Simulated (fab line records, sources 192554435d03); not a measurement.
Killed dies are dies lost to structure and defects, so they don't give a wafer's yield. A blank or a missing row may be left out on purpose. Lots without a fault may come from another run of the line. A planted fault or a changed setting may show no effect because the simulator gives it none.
fab line records | flow n5_finfet
record lots=10 wafers=30 last_day=20
route steps=1938 shown BEOL_M15@1829 MIM_BOT_LITHO@1862 TV_OPEN@1890 PAD_METAL@1896 PASSIVATION@1909
lots that met no fault: from a run of the same line without faults
start_h: hours from the record's first day to the start of the lot's first wafer shown | wait_h: hours since the lot's step before | " the same as in the row above | L1.1+2: a row that stands for several wafers | - no value, or no start given | * or withheld: withheld | < > ~ a bound
route shown NAME@n: a module of which the file shows steps, and the number in the route of the first | usual: mean/standard deviation of fault-free wafers | same: alike in all rows | chamber/n: place in a boat | sites: the reading at each site | _std_site: their standard deviation | _edge_site: outer sites' mean less inner sites' | radius_mm: how far each site lies from the wafer's centre | mask NAME#n: copy n | behind: the tool/chamber that last shaped the wafer | hold: why the lot was held/for how many hours/how that ended | device: the transistor (n, p or np) that didn't switch | end of line: the same wafers' tests at the end of the route | a step without rows: its recipe alone | killed: dies lost to structure and defects at the first sort, not the wafer's yield | map: a wafer's dies, x killed, . not, _ none there
set.NAME: the setting as run; set.NAME@STEP: as run at that earlier step | model.NAME: the simulator's own value behind a step, which no gauge read
steps of the route over a sample of lots; a table a step, a row a wafer
services: from which hour (start_h, from the record's first day; less than 0 if before it) a tool's chamber was out of use, for how many hours, and why
## steps
# step N5_BEOL_M15_INSPECT_55
# recipe inspect_instrument=darkfield mode=post_dep
# usual raw_defect_count=70/23
# columns lot.wafer tool chamber start_h wait_h raw_defect_count
L371.1 defect_inspect-02 - 324.51 0.0 100
L371.4 " - " " 70
L371.6 " - " " 65
L374.1 defect_inspect-01 - 327.23 0.0 34
L374.4 " - " " 50
L374.5 " - " " 40
L370.1 defect_inspect-01 - 330.24 0.0 49
L370.4 " - " " 70
L370.5 " - " " 72
L376.1 defect_inspect-01 - 342.75 0.0 85
L376.4 " - " " 84
L376.6 " - " " 113
L378.3 defect_inspect-02 - 362.20 0.0 81
L378.4 " - " " 85
L378.5 " - " " 66
L380.4 defect_inspect-02 - 368.44 0.0 50
L380.5 " - " " 66
L380.6 " - " " 64
L381.1 defect_inspect-01 - 384.39 0.0 91
L381.4 " - " " 75
L381.6 " - " " 85
L383.1 defect_inspect-01 - 395.69 0.0 57
L383.5 " - " " 37
L383.6 " - " " 92
L389.2 defect_inspect-01 - 427.13 0.0 58
L389.4 " - " " 73
L389.6 " - " " 37
L390.1 defect_inspect-01 - 451.58 0.0 62
L390.2 " - " " 149
L390.5 " - " " 60
# step N5_MIM_BOT_LITHO_CD_MEAS_08
# recipe target_cd_nm=3000 landing_energy_ev=500 detector=se_inlens polarity=opening
# usual cd_nm=3000.4/1.2
# columns lot.wafer tool chamber start_h wait_h cd_nm
L371.1 cd_sem-02 0 327.91 - 3001.4
L371.4 " 0 " " 3000.4
L371.6 " 0 " " 3002.3
L374.1 cd_sem-02 0 332.28 - 3000.2
L374.4 " 0 " " 2999.3
L374.5 " 0 " " 3001.8
L370.1 cd_sem-01 0 334.81 - 2999.2
L370.4 " 0 " " 2999.4
L370.5 " 0 " " 3000.3
L376.1 cd_sem-02 0 346.51 - 2999.0
L376.4 " 0 " " 3002.2
L376.6 " 0 " " 3000.0
L378.3 cd_sem-02 0 366.65 - 3000.9
L378.4 " 0 " " 3000.5
L378.5 " 0 " " 3001.3
L380.4 cd_sem-01 0 371.96 - 2999.1
L380.5 " 0 " " 2999.3
L380.6 " 0 " " 2998.8
L381.1 cd_sem-02 0 389.02 - 3000.5
L381.4 " 0 " " 3001.2
L381.6 " 0 " " 3002.1
L383.1 cd_sem-01 0 401.38 - 3002.6
L383.5 " 0 " " 3000.0
L383.6 " 0 " " 2999.8
L389.2 cd_sem-01 0 431.94 - 3002.3
L389.4 " 0 " " 3001.2
L389.6 " 0 " " 3001.3
L390.1 cd_sem-01 0 457.18 - 2999.0
L390.2 " 0 " " 2998.0
L390.5 " 0 " " 3001.1
# step N5_PASSIVATION_ETCH_15
# recipe chemistry=CF4/N2 target=SiCN target_depth_a=750 taper_deg=2 time_s=81.2 ion_energy_ev=150 mask_material=SiNx pressure_mtorr=40 source_w=430 bias_w=70 Ar_flow_sccm=100 cf4_flow_sccm=60 n2_flow_sccm=60
# usual drypump_motor_current_A=5.7/0.52 oes_product_au=0.78/0.077 rf_vpp_V=381.8/1.6 showerhead_plenum_p_Torr=2.19/0.062 throttle_valve_pct=15.33/0.18
# columns lot.wafer tool chamber start_h wait_h drypump_motor_current_A oes_product_au rf_hours_counter_h rf_vpp_V showerhead_plenum_p_Torr throttle_valve_pct
L371.1 rie_diel-05 2 - - 5.3 0.84 71 381.3 2.15 15.26
L371.4 " 1 " " 6.0 0.72 196 382.2 2.18 15.28
L371.6 " 0 " " 5.0 0.72 - 384.2 2.28 15.40
L374.1 rie_diel-06 0 - - 6.2 0.95 11 382.5 2.17 14.92
L374.4 " 1 " " 5.2 0.76 142 379.5 2.12 15.43
L374.5 " 2 " " 6.6 0.92 - 379.6 2.16 15.25
L370.1 rie_diel-02 3 - - 4.7 0.78 111 380.9 2.13 15.23
L370.4 " 0 " " 5.7 0.77 139 382.6 2.21 15.17
L370.5 " 2 " " 6.1 0.76 - 382.0 2.22 15.53
L376.1 rie_diel-06 2 - - 6.6 0.92 27 380.0 2.16 15.29
L376.4 " 3 " " 5.8 0.74 160 379.4 2.12 15.65
L376.6 " 0 " " 6.2 0.94 - 381.5 2.17 14.93
L380.4 rie_diel-05 2 - - 5.3 0.82 84 379.2 2.14 15.32
L380.5 " 2 " " 5.3 0.83 - 380.0 2.15 15.32
L380.6 " 1 " " 6.0 0.71 - 381.0 2.18 15.30
L378.3 rie_diel-06 3 - - 5.8 0.73 168 380.3 2.11 15.67
L378.4 " 0 " " 6.2 0.92 24 382.0 2.17 14.94
L378.5 " 0 " " 6.2 0.93 - 382.0 2.16 14.95
L381.1 rie_diel-05 2 - - 5.3 0.83 88 381.0 2.14 15.32
L381.4 " 3 " " 5.8 0.71 207 382.6 2.27 15.28
L381.6 " 0 " " 5.0 0.71 - 384.4 2.27 15.42
L383.1 rie_diel-02 1 - - 6.4 0.80 99 385.8 2.32 15.42
L383.5 " 1 " " 6.4 0.80 - 385.6 2.32 15.40
L383.6 " 0 " " 5.8 0.75 - 382.4 2.21 15.18
L389.2 rie_diel-02 0 - - 5.8 0.74 166 382.1 2.20 15.22
L389.4 " 3 " " 4.7 0.75 140 380.1 2.12 15.29
L389.6 " 0 " " 5.7 0.74 - 382.9 2.20 15.23
L390.1 rie_diel-06 0 - - 6.2 0.89 44 380.7 2.16 15.00
L390.2 " 1 " " 5.2 0.73 180 380.8 2.11 15.52
L390.5 " 1 " " 5.2 0.73 - 380.2 2.11 15.51
# step N5_PASSIVATION_AL_DEP_21
# recipe material=Al target_thk_a=28000 temp_c=400 time_s=170 power_w=30000 chamber_pressure_pa=0.4 gas=Ar
# usual susceptor_temp_C=400.03/0.26 throttle_valve_pct=30.5/0.68
# columns lot.wafer tool chamber start_h wait_h susceptor_temp_C throttle_valve_pct
L371.1 pvd_sputter-01 - 332.81 0.1 400.50 31.5
L371.4 " - " " 400.27 31.1
L371.6 " - " " 400.37 30.3
L374.1 pvd_sputter-02 - 337.03 0.1 400.07 30.8
L374.4 " - " " 399.80 30.3
L374.5 " - " " 399.95 30.9
L370.1 pvd_sputter-02 - 337.45 0.1 399.61 31.1
L370.4 " - " " 400.43 29.9
L370.5 " - " " 399.90 30.7
L376.1 pvd_sputter-03 - 351.95 0.1 400.04 30.0
L376.4 " - " " 399.87 30.3
L376.6 " - " " 400.40 29.6
L380.4 pvd_sputter-01 - 376.77 0.1 399.66 30.2
L380.5 " - " " 400.20 31.7
L380.6 " - " " 399.68 30.3
L378.3 pvd_sputter-01 - 377.19 0.1 399.51 31.7
L378.4 " - " " - 31.6
L378.5 " - " " - 30.0
L381.1 pvd_sputter-01 - 392.12 0.1 - 31.0
L381.4 " - " " - 31.9
L381.6 " - " " 399.96 31.4
L383.1 pvd_sputter-03 - 404.47 0.1 399.71 30.2
L383.5 " - " " 399.80 29.6
L383.6 " - " " 399.75 30.5
L389.2 pvd_sputter-02 - 436.55 0.1 399.95 30.9
L389.4 " - " " 399.83 30.3
L389.6 " - " " 400.13 30.8
L390.1 pvd_sputter-01 - 462.92 0.1 400.30 30.2
L390.2 " - " " 400.04 31.5
L390.5 " - " " 399.59 31.8
# step N5_PASSIVATION_AL_ETCH_33
# recipe chemistry=Cl2/BCl3 target_depth_a=28000 over_etch_frac=0.15 Cl2_flow_sccm=180 bcl3_flow_sccm=60 target=Al stop_on=TaN time_s=466.7 ion_energy_ev=100 pressure_mtorr=10 icp_w=900 bias_w=100
# usual drypump_motor_current_A=5.7/0.38 he_backside_leak_sccm=3.31/0.23 mfc_cl2_sccm=180.0/0.52 oes_product_au=0.71/0.068 throttle_valve_pct=34.20/0.16
# columns lot.wafer tool chamber start_h wait_h drypump_motor_current_A he_backside_leak_sccm mfc_cl2_sccm oes_product_au rf_hours_counter_h throttle_valve_pct
L371.1 rie_metal-03 0 333.90 0.1 4.9 3.10 180.1 0.70 50 34.48
L371.4 " 1 " " 5.9 3.00 180.0 0.68 - 34.18
L371.6 " 1 " " 5.9 3.32 180.3 0.68 - 34.17
L374.1 rie_metal-03 1 338.41 0.1 5.9 3.56 179.7 0.67 61 34.22
L374.4 " 0 " " 4.9 3.11 180.0 0.69 - 34.52
L374.5 " 0 " " 4.9 3.45 179.7 0.68 - 34.52
L370.1 rie_metal-02 0 338.47 0.1 6.0 3.61 180.6 0.75 30 34.20
L370.4 " 0 " " 6.0 3.58 180.0 0.75 - 34.21
L370.5 " 0 " " 6.0 3.61 180.0 0.75 - 34.21
L376.1 rie_metal-01 0 352.59 0.1 5.5 3.08 179.9 0.75 20 34.25
L376.4 " 1 " " 6.2 3.45 179.2 0.80 - 34.01
L376.6 " 1 " " 6.2 3.39 180.0 0.79 - 34.00
L380.4 rie_metal-03 1 377.73 0.2 5.8 3.71 178.8 0.67 - 34.20
L380.5 " 1 " " 5.8 3.82 179.9 0.66 - 34.20
L380.6 " 0 " " 5.0 3.46 180.8 0.67 - 34.52
L378.3 rie_metal-01 0 378.10 0.2 5.6 3.15 179.9 0.76 - 34.19
L378.4 " 1 " " 6.2 3.30 180.7 0.54 - 34.84
L378.5 " 1 " " 6.2 3.08 180.1 0.55 - 34.84
L381.1 rie_metal-01 1 392.77 0.1 6.2 3.00 180.3 0.54 14 34.84
L381.4 " 0 " " 5.6 3.27 181.3 0.52 - 35.04
L381.6 " 0 " " 5.6 3.14 180.6 0.74 - 34.22
L383.1 rie_metal-02 1 405.12 0.1 5.5 3.31 180.3 0.58 98 34.19
L383.5 " 1 " " 5.5 3.31 179.8 0.57 - 34.25
L383.6 " 0 " " 6.0 3.71 179.9 0.72 - 34.26
L389.2 rie_metal-01 1 437.39 0.1 6.2 3.43 179.6 0.78 19 33.97
L389.4 " 1 " " 6.2 3.32 179.7 0.77 - 33.97
L389.6 " 1 " " 6.2 3.36 180.0 0.77 - 33.97
L390.1 rie_metal-01 1 463.56 0.1 6.2 3.28 180.5 0.74 21 34.05
L390.2 " 0 " " 5.6 3.26 180.3 0.71 32 34.28
L390.5 " 1 " " 6.2 3.25 180.2 0.75 - 34.05
## services
# columns tool chamber start_h hours kind
rie_diel-05 - 311.94 4.3 pm
rie_diel-06 0 313.92 13.7 repair
rie_metal-02 - 314.59 0.5 repair
rie_diel-05 - 332.69 0.7 repair
rie_metal-02 - 332.92 2.8 pm
pvd_sputter-02 - 366.81 8.6 repair
rie_diel-06 0 386.48 5.5 repair
pvd_sputter-02 - 396.80 1.1 repair
rie_diel-02 2 401.27 1.5 repair
rie_metal-02 0 406.10 3.3 repair
rie_metal-02 1 410.05 - clean
rie_metal-02 1 410.05 24.8 scheduled_down
rie_metal-02 1 410.05 24.8 vent_cycle
rie_metal-02 - 410.31 0.1 repair
rie_diel-05 3 426.73 15.0 repair
rie_diel-02 0 427.45 2.2 repair
rie_diel-06 0 436.56 4.0 repair
## key
first_sign step=N5_PASSIVATION_AL_ETCH_33 reading=oes_product_au direction=down sigmas=2.6 usual=0.71 struck=0.54
effect none on later readings
met_at N5_PASSIVATION_AL_DEP_21
struck_lots L378,L381
struck_wafers L378.4,L378.5,L381.1,L381.4
not_acting_at N5_BEOL_M15_INSPECT_55,N5_MIM_BOT_LITHO_CD_MEAS_08,N5_PASSIVATION_ETCH_15
onset_between 376.77 377.19
fault kind=process_parameter_drift tool=pvd_sputter-01 chamber=- onset_h=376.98 steps=N5_PASSIVATION_AL_DEP_21 channel=time_s offset=* shape=step end_h=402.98 scope=struck_wafers_only acts_in=* stated=*
